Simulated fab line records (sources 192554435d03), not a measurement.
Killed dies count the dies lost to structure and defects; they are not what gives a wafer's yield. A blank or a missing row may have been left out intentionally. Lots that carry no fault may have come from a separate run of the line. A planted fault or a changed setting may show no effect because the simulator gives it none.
Matching of chambers | flow n5_finfet | pecvd-03 running N5_GATE_CUT_PECVD_57: 3 sister chambers
The step deposits SiNx from SiH4/NH3/N2, target thk 21 nm. 3 wafers are shown with their chamber, then 12 later ones without.

WAFERS, EACH WITH ITS CHAMBER
wafer  | chamber | throttle_valve_pct (%)
L091.1 | 1       | 37.2
L091.2 | 0       | 45.0
L091.3 | 2       | 38.6

WAFERS MISSING THEIR CHAMBER
wafer  | throttle_valve_pct (%)
L091.4 | 44.9
L091.5 | 38.3
L091.6 | 37.1
L093.1 | 44.8
L093.2 | 37.3
L093.3 | 38.8
L093.4 | 44.8
L093.5 | 38.6
L093.6 | 37.3
L094.1 | 45.2
L094.2 | 37.2
L094.6 | 44.7

WHICH CHAMBER EACH ONE RAN IN
wafer  | from the rows above | in truth
L091.4 | 0                   | 0
L091.5 | 2                   | 2
L091.6 | 1                   | 1
L093.1 | 0                   | 0
L093.2 | 1                   | 1
L093.3 | 2                   | 2
L093.4 | 0                   | 0
L093.5 | 2                   | 2
L093.6 | 1                   | 1
L094.1 | 0                   | 0
L094.2 | 1                   | 1
L094.6 | 0                   | 0
Correctly placed: 12 of 12. Left unplaced by these rows: 0. Wrongly placed: 0.
How it was worked out, from the rows above alone: a wafer's distance from a chamber is the root of the sum, over the readings, of the square of ((its reading less the chamber's mean) divided by the reading's scatter). The wafer belongs to the nearest chamber; if the next one is less than 2 further off, it can't be placed. Each chamber's mean is taken over the wafers shown for it. The scatter: root of mean squared gap, hidden wafer to nearest shown wafer, with one shown wafer a chamber.
